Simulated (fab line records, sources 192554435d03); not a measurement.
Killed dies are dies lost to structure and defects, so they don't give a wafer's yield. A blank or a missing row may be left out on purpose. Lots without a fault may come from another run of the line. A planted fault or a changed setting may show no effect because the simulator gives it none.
Which tool did it? | flow n5_finfet | 12 lots, 36 wafers sampled, at 1 step of a route of 1938

WHAT THE GAUGES READ, wafer by wafer
N5_BEOL_M5_OCD_MEAS_38. Usual: trench_depth_nm 71.4 nm, standard deviation 1.1.
lot  | measured     | on     | trench_depth_nm (nm) | flag
L901 | day 8 13:51  | ocd-02 | 72.4 73.1 72.3       |
L902 | day 9 04:04  | ocd-02 | 72.2 71.0 71.7       |
L903 | day 9 04:07  | ocd-01 | 71.8 71.0 72.2       |
L904 | day 9 10:29  | ocd-01 | 71.9 72.2 71.7       |
L912 | day 11 07:04 | ocd-01 | 70.9 72.8 71.2       |
L914 | day 11 16:22 | ocd-02 | 69.6 69.4 71.5       |
L913 | day 11 16:59 | ocd-01 | 73.4 71.7 73.2       |
L916 | day 12 10:25 | ocd-01 | 72.8 71.5 70.9       |
L918 | day 12 17:55 | ocd-02 | 70.5 69.8 72.1       |
L917 | day 12 20:38 | ocd-01 | 72.1 72.0 71.7       |
L919 | day 13 09:13 | ocd-02 | 71.0 73.2 70.6       |
L922 | day 13 20:28 | ocd-02 | 69.7 70.6 70.4       |

WHICH TOOL RAN EACH LOT (tool, then ch and the chambers of the sampled wafers, then the start)
The record holds no process step before these readings.

WHAT THE TOOLS THEMSELVES READ (means of the sampled wafers that have a number; where no wafer has one, the mark that the record gives instead)
The record holds no such reading with a usual standard deviation.

THE ANSWER, worked out from the rows above alone
Rule: a lot is off if the mean of its wafers that have a number lies more than 3 standard deviations from the usual mean. A lot without any number at a reading at which 4 lots or more have one is off too. The other lots that the step has rows for count as sound. The gauges are gone through in route order, then the tools' own readings, and for those a lot's mean is taken as printed above. The first step at which some lot is off is used, and at that step the reading that is off furthest; a lot without a number counts as furthest.
No lot is off at any reading shown: from this, nothing can be told.

WHAT THE SIMULATOR HAD PUT IN
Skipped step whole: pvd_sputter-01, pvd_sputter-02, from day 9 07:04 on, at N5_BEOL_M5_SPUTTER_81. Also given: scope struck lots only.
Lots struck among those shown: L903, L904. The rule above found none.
